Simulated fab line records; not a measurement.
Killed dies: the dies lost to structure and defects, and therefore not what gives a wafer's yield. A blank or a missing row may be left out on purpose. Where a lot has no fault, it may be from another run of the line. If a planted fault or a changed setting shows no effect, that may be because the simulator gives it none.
Chamber matching	flow nand_harc	NHARC_A_M0_PRE_CLEAN_31 on pecvd-01 has 3 sister chambers
The step time 12 s. 3 wafers are shown with their chamber, then 12 later ones without.

WAFERS, EACH WITH ITS CHAMBER
wafer	chamber	heater_power_w (W)
L087.6	2	607
L088.4	0	680
L088.5	1	650

WAFERS WHOSE CHAMBER IS MISSING
wafer	heater_power_w (W)
L089.3	696
L089.4	663
L089.5	593
L090.1	742
L090.5	682
L090.6	751
L094.2	744
L094.5	666
L094.6	759
L095.3	738
L095.5	584
L095.6	744

EACH ONE'S CHAMBER
wafer	from the rows above	in truth
L089.3	can't be placed: 0 or 1 or 2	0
L089.4	can't be placed: 1 or 0 or 2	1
L089.5	can't be placed: 2 or 1 or 0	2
L090.1	can't be placed: 0 or 1 or 2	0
L090.5	can't be placed: 0 or 1 or 2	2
L090.6	can't be placed: 0 or 1 or 2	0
L094.2	can't be placed: 0 or 1 or 2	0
L094.5	can't be placed: 0 or 1 or 2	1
L094.6	can't be placed: 0 or 1 or 2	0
L095.3	can't be placed: 0 or 1 or 2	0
L095.5	can't be placed: 2 or 1 or 0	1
L095.6	can't be placed: 0 or 1 or 2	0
Correctly placed: 0 of 12. Not placeable from these rows: 12 (in 12, the candidates include the true chamber). Number placed wrongly: 0.
How it was worked out, from the rows above alone: a wafer's distance from a chamber is the root of the sum, over the readings, of the square of ((its reading less the chamber's mean) divided by the reading's scatter). If the next closest chamber is less than 2 further off than the closest, the wafer can't be placed; otherwise it belongs to the closest. A chamber's mean is the mean of its shown wafers. The scatter: with one shown wafer a chamber, the root of the mean of the squares of how far each hidden wafer lies from its nearest shown one.
